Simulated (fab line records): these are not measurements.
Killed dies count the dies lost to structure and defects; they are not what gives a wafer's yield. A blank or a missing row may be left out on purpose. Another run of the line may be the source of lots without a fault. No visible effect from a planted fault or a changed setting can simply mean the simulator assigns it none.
The tool behind it: which one? || flow nand-harc || 13 lots, 39 wafers sampled, at 3 steps of a route of 1302

== WHAT THE GAUGES READ, wafer by wafer ==
NHARC_P_ZERO_WELL_INSPECT_43.
{"lot": "L714", "measured": "day 2 03:17", "on": "defect-inspect-01", "raw-defect-count": "20 8 15"}
{"lot": "L715", "measured": "day 2 13:38", "on": "defect-inspect-01", "raw-defect-count": "6 14 8"}
{"lot": "L717", "measured": "day 3 09:46", "on": "defect-inspect-01", "raw-defect-count": "11 15 8"}
{"lot": "L718", "measured": "day 3 19:35", "on": "defect-inspect-01", "raw-defect-count": "19 12 28"}
{"lot": "L719", "measured": "day 4 05:41", "on": "defect-inspect-02", "raw-defect-count": "9 17 9"}
{"lot": "L720", "measured": "day 4 15:42", "on": "defect-inspect-01", "raw-defect-count": "16 12 11"}
{"lot": "L721", "measured": "day 5 02:07", "on": "defect-inspect-02", "raw-defect-count": "18 24 10"}
{"lot": "L729", "measured": "day 8 10:19", "on": "defect-inspect-02", "raw-defect-count": "9 5 6"}
{"lot": "L730", "measured": "day 8 19:34", "on": "defect-inspect-02", "raw-defect-count": "12 7 15"}
{"lot": "L731", "measured": "day 9 05:23", "on": "defect-inspect-01", "raw-defect-count": "11 11 13"}
{"lot": "L734", "measured": "day 10 11:46", "on": "defect-inspect-01", "raw-defect-count": "7 35 15"}
{"lot": "L735", "measured": "day 10 22:01", "on": "defect-inspect-01", "raw-defect-count": "19 15 16"}
{"lot": "L736", "measured": "day 11 07:40", "on": "defect-inspect-02", "raw-defect-count": "16 19 16"}

NHARC_P_GATE_CD_MEAS_11 targets a cd of 1640 nm.
{"lot": "L714", "measured": "day 4 14:00", "on": "cd-sem-02", "cd-nm (nm)": "1641.8 1639.1 1640.0"}
{"lot": "L715", "measured": "day 5 03:14", "on": "cd-sem-03", "cd-nm (nm)": "1640.4 1641.5 1640.0"}
{"lot": "L717", "measured": "day 5 17:18", "on": "cd-sem-03", "cd-nm (nm)": "1642.0 1641.0 1640.9"}
{"lot": "L718", "measured": "day 5 21:56", "on": "cd-sem-02", "cd-nm (nm)": "1640.2 1642.0 1641.0"}
{"lot": "L719", "measured": "day 6 08:11", "on": "cd-sem-03", "cd-nm (nm)": "- - -"}
{"lot": "L720", "measured": "day 6 21:28", "on": "cd-sem-03", "cd-nm (nm)": "1638.3 1638.2 1637.1"}
{"lot": "L721", "measured": "day 7 14:14", "on": "cd-sem-03", "cd-nm (nm)": "1638.9 1639.8 1640.3"}
{"lot": "L729", "measured": "day 10 10:17", "on": "cd-sem-03", "cd-nm (nm)": "1638.0 1640.6 1638.4"}
{"lot": "L730", "measured": "day 10 23:11", "on": "cd-sem-03", "cd-nm (nm)": "1641.1 1639.4 1640.2"}
{"lot": "L731", "measured": "day 11 11:01", "on": "cd-sem-01", "cd-nm (nm)": "1638.9 1638.9 1638.4"}
{"lot": "L734", "measured": "day 12 15:35", "on": "cd-sem-01", "cd-nm (nm)": "1641.8 1640.7 1641.7"}
{"lot": "L735", "measured": "day 13 03:34", "on": "cd-sem-02", "cd-nm (nm)": "1638.6 1636.3 1640.5"}
{"lot": "L736", "measured": "day 13 15:35", "on": "cd-sem-03", "cd-nm (nm)": "1643.1 1641.2 1638.3"}

== EACH LOT AND THE TOOL THAT RAN IT (in order: tool; ch and the chambers of the sampled wafers; start) ==
{"lot": "L714", "NHARC_P_GATE_EXPOSE_08": "krf-scanner-02 ch 0, day 4 13:51"}
{"lot": "L715", "NHARC_P_GATE_EXPOSE_08": "krf-scanner-02 ch 0, day 5 03:04"}
{"lot": "L717", "NHARC_P_GATE_EXPOSE_08": "krf-scanner-03 ch 0, day 5 17:08"}
{"lot": "L718", "NHARC_P_GATE_EXPOSE_08": "krf-scanner-03 ch 0, day 5 21:47"}
{"lot": "L719", "NHARC_P_GATE_EXPOSE_08": "krf-scanner-02 ch 0, day 6 08:02"}
{"lot": "L720", "NHARC_P_GATE_EXPOSE_08": "krf-scanner-03 ch 0, day 6 21:19"}
{"lot": "L721", "NHARC_P_GATE_EXPOSE_08": "krf-scanner-02 ch 0, day 7 14:05"}
{"lot": "L729", "NHARC_P_GATE_EXPOSE_08": "krf-scanner-02 ch 0, day 10 10:07"}
{"lot": "L730", "NHARC_P_GATE_EXPOSE_08": "krf-scanner-02 ch 0, day 10 23:02"}
{"lot": "L731", "NHARC_P_GATE_EXPOSE_08": "krf-scanner-03 ch 0, day 11 10:51"}
{"lot": "L734", "NHARC_P_GATE_EXPOSE_08": "krf-scanner-01 ch 0, day 12 15:26"}
{"lot": "L735", "NHARC_P_GATE_EXPOSE_08": "krf-scanner-02 ch 0, day 13 03:25"}
{"lot": "L736", "NHARC_P_GATE_EXPOSE_08": "krf-scanner-02 ch 0, day 13 15:26"}
- NHARC_P_GATE_EXPOSE_08: exposes mask P HV.

== AS READ BY THE TOOLS THEMSELVES (means over the sampled wafers that have a number; for cases with no such wafer, the mark the record gives instead) ==
NHARC_P_GATE_EXPOSE_08.
{"lot": "L714", "tool": "krf-scanner-02", "focus-offset-nm (nm)": -0.0}
{"lot": "L715", "tool": "krf-scanner-02", "focus-offset-nm (nm)": 0.2}
{"lot": "L717", "tool": "krf-scanner-03", "focus-offset-nm (nm)": -0.2}
{"lot": "L718", "tool": "krf-scanner-03", "focus-offset-nm (nm)": 0.2}
{"lot": "L719", "tool": "krf-scanner-02", "focus-offset-nm (nm)": -0.7}
{"lot": "L720", "tool": "krf-scanner-03", "focus-offset-nm (nm)": 0.5}
{"lot": "L721", "tool": "krf-scanner-02", "focus-offset-nm (nm)": -0.1}
{"lot": "L729", "tool": "krf-scanner-02", "focus-offset-nm (nm)": -0.2}
{"lot": "L730", "tool": "krf-scanner-02", "focus-offset-nm (nm)": 0.4}
{"lot": "L731", "tool": "krf-scanner-03", "focus-offset-nm (nm)": 0.4}
{"lot": "L734", "tool": "krf-scanner-01", "focus-offset-nm (nm)": 0.2}
{"lot": "L735", "tool": "krf-scanner-02", "focus-offset-nm (nm)": 0.2}
{"lot": "L736", "tool": "krf-scanner-02", "focus-offset-nm (nm)": -0.1}

== THE ANSWER, worked out from the rows above alone ==
Rule: usual is defined by the lots themselves. Put in order of their means at a reading, lots are off if they are a third of the lots or fewer, leave a main group of 4 or more, and stand apart from it by a gap of 3 or more times the standard deviation of the main group's means; of several such gaps the widest counts. The tables above print the reading to a certain number of digits; a main group whose means all agree to those digits is not used. Also off: a lot with no number at a reading for which 4 or more lots have one. Where the step has rows for the other lots, those lots are counted as sound. After the gauges, taken in route order, come the tools' own readings; for these a lot's mean is taken, as printed above. At the first step where some lot is off, the reading lying furthest off is the one used; lots without a number count as furthest.
Off: L719, at NHARC_P_GATE_CD_MEAS_11 (cd-nm). Without a number there: L719. Mean 1640.0 nm and standard deviation 1.1 in the main group.
If a tool, at a process step before that reading, ran all the lots that are off and no sound lot after the first of them, it fits. The gauges at NHARC_P_GATE_CD_MEAS_11 are tried like those tools. No candidate that was tried fits.

== WHAT THE SIMULATOR HAD INSERTED ==
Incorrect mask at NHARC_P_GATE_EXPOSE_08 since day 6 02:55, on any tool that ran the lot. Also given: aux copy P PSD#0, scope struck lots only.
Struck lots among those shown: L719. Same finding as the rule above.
